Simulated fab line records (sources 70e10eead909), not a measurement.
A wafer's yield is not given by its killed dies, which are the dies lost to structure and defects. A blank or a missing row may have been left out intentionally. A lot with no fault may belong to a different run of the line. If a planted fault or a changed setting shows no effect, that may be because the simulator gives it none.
Matching of chambers ; flow nand_harc ; pecvd-02 running NHARC_P_M1_DEP_33: 3 sister chambers
The step deposits SiCN, target thk 30 nm. 16 wafers are shown with their chamber, then 8 later ones without.

== WAFERS, EACH WITH ITS CHAMBER ==
wafer;chamber;heater_power_w (W);rf_fwd_power_W (W)
L074.2;2;588;451.5
L074.3;0;508;447.4
L074.6;2;580;450.8
L075.2;2;581;448.5
L075.5;2;591;447.7
L075.6;1;624;450.1
L080.1;0;553;449.6
L080.2;1;684;447.0
L080.6;2;542;451.0
L086.1;2;592;452.6
L086.2;1;591;449.8
L086.6;1;625;448.6
L091.2;2;514;449.0
L091.5;1;647;449.8
L091.6;2;532;450.0
L093.1;0;442;448.0

SIGNATURES, as means of the wafers listed above
reading;chamber 0;chamber 1;chamber 2;scatter within a chamber
heater_power_w;501.00;634.20;565.00;36.8
rf_fwd_power_W;448.333;449.060;450.137;1.47
Rule: for each reading, subtract the chamber's mean from the wafer's reading, divide by that reading's scatter and square the result; add these up over the readings and take the root, which gives the wafer's distance from the chamber. If the next closest chamber is less than 2 further off than the closest, the wafer can't be placed; otherwise it belongs to the closest. The scatter: the root of (the sum of the squares of (reading less its chamber's mean) over the shown wafers, divided by (wafers less chambers)).

== WAFERS WITHOUT THEIR CHAMBER ==
wafer;heater_power_w (W);rf_fwd_power_W (W)
L093.3;445;447.9
L093.6;594;448.4
L095.1;449;450.3
L095.2;608;448.6
L095.3;647;445.5
L096.3;485;449.0
L096.4;535;449.1
L096.5;488;446.9

== WHICH CHAMBER EACH ONE RAN IN ==
wafer;from the rows above;in truth
L093.3;0;0
L093.6;can't be placed: 1 or 2 or 0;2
L095.1;can't be placed: 0 or 2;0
L095.2;can't be placed: 1 or 2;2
L095.3;can't be placed: 1 or 2 or 0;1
L096.3;can't be placed: 0 or 2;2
L096.4;can't be placed: 0 or 2 or 1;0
L096.5;0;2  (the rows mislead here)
Placed correctly: 1 of 8. From these rows, 6 cannot be placed; in 6 the true chamber is one of the candidates. Placed wrongly: 1.
